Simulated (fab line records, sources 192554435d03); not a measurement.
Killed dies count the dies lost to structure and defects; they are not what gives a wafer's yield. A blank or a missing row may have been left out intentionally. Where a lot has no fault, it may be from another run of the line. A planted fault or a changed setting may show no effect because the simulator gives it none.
Matching of chambers	flow n5 finfet	N5_BEOL_M15_ETCH_57 on rie diel-05 has 3 sister chambers
The step etches SOC in N2/H2, time 750 s. 6 wafers are shown with their chamber, then 4 later ones without.

## WAFERS WITH THEIR CHAMBER
wafer	chamber	showerhead plenum p Torr (Torr)	oes product au (a.u.)
L089.5	3	2.71	0.89
L081.3	1	2.42	0.73
L087.5	0	2.65	0.79
L087.6	3	2.71	0.89
L093.3	0	2.64	0.79
L093.5	1	2.41	0.72

## WAFERS WITHOUT THEIR CHAMBER
wafer	showerhead plenum p Torr (Torr)	oes product au (a.u.)
L092.2	2.70	0.88
L092.5	2.41	0.73
L097.5	2.70	0.86
L097.6	2.64	0.77

## WHICH CHAMBER EACH ONE RAN IN
wafer	from the rows above	in truth
L092.2	3	3
L092.5	1	1
L097.5	3	3
L097.6	0	0
Correctly placed: 4 of 4. Not placeable from these rows: 0. 0 placed wrongly.
How it was worked out, from the rows above alone: a wafer's distance from a chamber is the root of the sum, over the readings, of the square of ((its reading less the chamber's mean) divided by the reading's scatter). If the next closest chamber is less than 2 further off than the closest, the wafer can't be placed; otherwise it belongs to the closest. The mean given for a chamber averages the wafers shown for that chamber. The scatter: take each reading less its chamber's mean, square it, sum over the shown wafers, divide by the number of wafers less the number of chambers, and take the root.
